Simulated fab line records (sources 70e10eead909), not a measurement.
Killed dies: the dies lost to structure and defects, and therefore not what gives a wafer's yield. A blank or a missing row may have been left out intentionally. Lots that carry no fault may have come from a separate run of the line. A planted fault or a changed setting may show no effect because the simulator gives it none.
Code-filled problem report in 8D (eight disciplines) form    flow nandHarc    the parts of the form that need people (team, actions taken, sign-off) are left out

1. WHAT IS WRONG
At NHARC_P_M2_PEB_07, heaterPowerTotalW averages 161.2 W over 2 wafers from 2 lots, while fault-free wafers read 156.6 W, standard deviation 0.41. That puts it +11 standard deviations away from the usual mean.
The step: peb time 65 s.
First observed at day 14 05:09: wafer L216.5, on lithoTrack-06. The record has a number at this step for 18 wafers belonging to 6 lots. By rule, "out" or "out of limits" means more than 4 standard deviations away from the usual mean. Any other wafer with a number is counted as sound.

2. WHAT THIS IS AND IS NOT
question                     is                 is not
which readings at this step  heaterPowerTotalW  resistLineTempC
which lots                   L216, L217         L197, L206, L207, L219
which wafers of those lots   L216.5, L217.2     L216.1, L216.4, L217.1, L217.3
read on which tools          lithoTrack-06      lithoTrack-01, lithoTrack-04
when                         from day 14 05:09  up to then (11 sound wafers); but 5 sound wafers of L217, L219 came after

3. SUSPECTS, AND WHAT RULES EACH OUT
Counting: if a tool at a process step up to the reading ran every lot that is out, it stays a suspect. Sound lots after the first of them don't rule it out here, since some wafers of a struck lot are sound.
- pecvd-04 at NHARC_P_M1_PRE_CLEAN_32 (time 12 s): kept. Every lot that is out went through it, the first being L216 (day 14 03:56); the last sound lot it ran before that was L207 (day 10 11:08).
- pecvd-04 at NHARC_P_M1_DEP_33 (deposits SiCN, target thk 30 nm): kept. Every lot that is out went through it, the first being L216 (day 14 04:04); the last sound lot it ran before that was L207 (day 10 11:14).
- lithoTrack-06 at NHARC_P_M2_PEB_07 (peb time 65 s): kept. Every lot that is out went through it, the first being L216 (day 14 05:09); the last sound lot it ran before that was L207 (day 10 12:20). On those wafers its own readings are out: heaterPowerTotalW.
Left after counting: pecvd-04 at NHARC_P_M1_PRE_CLEAN_32, pecvd-04 at NHARC_P_M1_DEP_33, lithoTrack-06 at NHARC_P_M2_PEB_07.

4. THE CAUSE (what the simulator had put in)
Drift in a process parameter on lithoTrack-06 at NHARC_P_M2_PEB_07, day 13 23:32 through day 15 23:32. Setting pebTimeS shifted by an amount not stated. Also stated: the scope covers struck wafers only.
Counting leaves 3 suspects; this tool is one of them.

5. SEQUENCE OF EFFECTS, ordered by route
Rows list readings where the struck wafers' mean (over those with a number) sits beyond 3 standard deviations from the usual. Only readings for which the record gives a usual standard deviation are gone through. hours: the time from each lot's start at the first step in this table that gives one to its start at this step, as a median over the lots. sigmas: the change in usual standard deviations.
hours  step               reading            usual    on struck wafers  change  sigmas
0      NHARC_P_M2_PEB_07  heaterPowerTotalW  156.6 W  161.2             +4.7    +11
Here are the process steps it includes:
- NHARC_P_M2_PEB_07: peb time 65 s.
At these later measuring or inspecting steps, every struck wafer for which the step has a row has a number for every such reading, and none has moved that far: NHARC_P_M2_CD_MEAS_09, NHARC_P_M2_OVL_MEAS_10, NHARC_P_M2_INSPECT_11, NHARC_P_M2_CD_MEAS_16, NHARC_END_SORT_01.

6. HOW IT WOULD HAVE BEEN CAUGHT EARLIER
The fault began at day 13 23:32; the first out-of-limits reading in this record came at day 14 05:09, 6 hours later.
